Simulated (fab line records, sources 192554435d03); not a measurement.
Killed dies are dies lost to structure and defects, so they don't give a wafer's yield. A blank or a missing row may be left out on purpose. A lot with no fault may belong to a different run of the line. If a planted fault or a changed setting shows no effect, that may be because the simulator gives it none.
Chamber matching ; flow n5-finfet ; 3 sister chambers for N5_BEOL_M15_ILD_DEP_00 on pecvd-04
The step deposits SiO2 from TEOS/O2, target thk 1629.3 nm, time 346.1 s. 6 wafers are shown with their chamber, then 8 later ones without.

## EACH WAFER AND ITS CHAMBER
wafer;chamber;throttle-valve-pct (%);heater-power-w (W)
L079.2;0;18.7;533
L079.4;2;17.1;646
L085.2;1;21.8;598
L085.3;0;18.9;513
L085.6;1;21.7;507
L091.1;2;17.3;639

## WAFERS WITH NO CHAMBER GIVEN
wafer;throttle-valve-pct (%);heater-power-w (W)
L091.4;21.6;652
L091.5;18.5;420
L092.1;21.5;622
L092.2;16.9;610
L092.5;18.9;439
L096.1;18.9;487
L096.4;17.1;523
L096.5;21.5;633

## THE CHAMBER EACH PASSED THROUGH
wafer;from the rows above;in truth
L091.4;1;1
L091.5;0;0
L092.1;1;1
L092.2;2;2
L092.5;0;0
L096.1;0;0
L096.4;2;2
L096.5;1;1
Correct placement for 8 of the 8. Can't be placed from these rows: 0. Wrongly placed: 0.
How it was worked out, from the rows above alone: a wafer's distance from a chamber is the root of the sum, over the readings, of the square of ((its reading less the chamber's mean) divided by the reading's scatter). The wafer belongs to the nearest chamber; if the next one is less than 2 further off, it can't be placed. A chamber's mean is the mean of its shown wafers. How the scatter is found: for the shown wafers, subtract from each reading the mean of its chamber, square and add these, divide the total by (wafers less chambers), then take the root.
